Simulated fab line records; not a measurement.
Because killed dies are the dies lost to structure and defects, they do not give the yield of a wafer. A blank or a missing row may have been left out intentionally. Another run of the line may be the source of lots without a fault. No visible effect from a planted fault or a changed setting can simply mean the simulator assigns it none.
Struck lot and sound lot, side by side ; flow n5-finfet ; 15 steps out of a route of 1938
Sound: these wafers, L887.1, L887.2, L887.3. Struck: wafer L901.4 (L901.3, L901.5, from the same lot, were not struck and are left out); the cause is given at the end.
For every step that has rows: the tool of each side, followed by ch and its chambers, followed by its first start. Under that, the readings that differ: sound wafers ; struck wafers ; difference of the means ; sigmas: that difference in standard deviations of wafers without a fault.
alike: same words and numbers on both sides, and readings whose means sit less than 2 such deviations apart. not compared: any withheld reading, any reading some wafer has no value for, any bound like >300 that may hide the same value, and any number with overlapping values for which the record gives no deviation.
A row with sigmas, a row that says differs or no value, or rows on one side alone: a step with any of these is where the two part. When numbers do not overlap yet have no deviation, they are printed without sigmas and do not part them. Lack of a reading on every wafer of one side parts them only where that side has two or more wafers.

first, 7 steps without rows for these wafers: N5_GATE_CUT_COAT_27 (time 60 s, resist thk 10 nm); N5_GATE_CUT_COAT_07 (resist thk 30 nm); N5_GATE_CUT_EBR_09; N5_GATE_CUT_SOFTBAKE_08 (time 60 s); N5_GATE_CUT_EXPOSE_10 (exposes mask GATE CUT, target cd 20 nm); N5_GATE_CUT_PEB_11 (peb time 60 s); N5_GATE_CUT_DEVELOP_12 (develop time 30 s).
N5_GATE_CUT_CD_MEAS_13 targets a cd of 20 nm.
  sound on cd-sem-01 ch 0, day 4 19:47; struck on cd-sem-02 ch 0, day 7 23:44
  alike: cd-nm
N5_GATE_CUT_OVL_MEAS_14:
  sound on overlay-01 ch 0, day 4 19:49; struck on overlay-01 ch 0, day 7 23:47
  alike: GATE_CUT_OVL
N5_GATE_CUT_INSPECT_15: inspects for defects (brightfield).
  struck on defect-inspect-01, day 7 23:49; sound on defect-inspect-02, day 4 19:53
  alike: raw-defect-count
N5_GATE_CUT_DESCUM_18: chemistry O2, time 7 s.
  sound on rie-diel-05 ch 1,2,3, day 4 19:55; struck on rie-diel-05 ch 0, day 8 00:08
reading;sound;struck;difference;sigmas
rf-hours-counter-h (h);136 159 149;209;+61;
rf-vpp-V (V);244.5 243.3 242.9;240.2;-3.4;-2
  alike: chamber-pressure-mTorr, drypump-motor-current-A, oes-product-au, showerhead-plenum-p-Torr, temp-c, throttle-valve-pct
N5_GATE_CUT_ETCH_28: etches underlayer in N2/H2, target depth 13 nm, time 10.4 s.
  sound on rie-diel-05 ch 1,2,3, day 4 19:57; struck on rie-diel-05 ch 0, day 8 00:11
reading;sound;struck;difference;sigmas
rf-hours-counter-h (h);136 159 149;209;+61;
rf-vpp-V (V);525.3 526.3 524.7;519.4;-6.0;-2
  alike: chamber-pressure-mTorr, drypump-motor-current-A, etch-rf-on-time-s, oes-product-au, showerhead-plenum-p-Torr, throttle-valve-pct
N5_GATE_CUT_ETCH_36: etches SiARC in CF4, target depth 13 nm, time 21.7 s.
  sound on rie-diel-05 ch 1,2,3, day 4 19:58; struck on rie-diel-05 ch 0, day 8 00:12
reading;sound;struck;difference;sigmas
cf4-flow-sccm (sccm);100.1 99.5 100.2;129.8;+29.9;+96
rf-hours-counter-h (h);136 159 149;209;+61;
throttle-valve-pct (%);15.45 15.71 15.77;16.94;+1.30;+6
  alike: chamber-pressure-mTorr, drypump-motor-current-A, etch-rf-on-time-s, oes-product-au, rf-vpp-V, showerhead-plenum-p-Torr
N5_GATE_CUT_ETCH_37: etches SOC in N2/H2, target depth 60 nm, overetch 12 nm, time 90 s.
  sound on rie-diel-05 ch 1,2,3, day 4 19:59; struck on rie-diel-05 ch 0, day 8 00:13
reading;sound;struck;difference;sigmas
rf-hours-counter-h (h);136 159 149;209;+61;
  alike: chamber-pressure-mTorr, drypump-motor-current-A, oes-product-au, rf-vpp-V, showerhead-plenum-p-Torr, temp-c, throttle-valve-pct
-- record jumps: 4 days separate the struck wafers' starts on either side; left off in module GATE_CUT, taken up again in module BEOL_M4, whose first shown step is the route's number 1111 --
N5_BEOL_M4_RC_MEAS_101:
  sound on prober-01 ch 0, day 7 22:58; struck on prober-02 ch 0, day 11 22:47
reading;sound;struck;difference;sigmas
IOFF_P (nA/um);0.177 0.194 0.190;0.249;+0.062;+2
ION_P (uA/um);463 462 453;480;+21;+3
VT_P (mV);-254 -252 -253;-246;+7;+2
  alike: DIBL_N, DIBL_P, IOFF_N, ION_N, SS_N, SS_P, VT_N

== WHERE THEY PART ==
First at N5_GATE_CUT_DESCUM_18; last, within this record, at N5_BEOL_M4_RC_MEAS_101.

WHY: what the simulator had put in
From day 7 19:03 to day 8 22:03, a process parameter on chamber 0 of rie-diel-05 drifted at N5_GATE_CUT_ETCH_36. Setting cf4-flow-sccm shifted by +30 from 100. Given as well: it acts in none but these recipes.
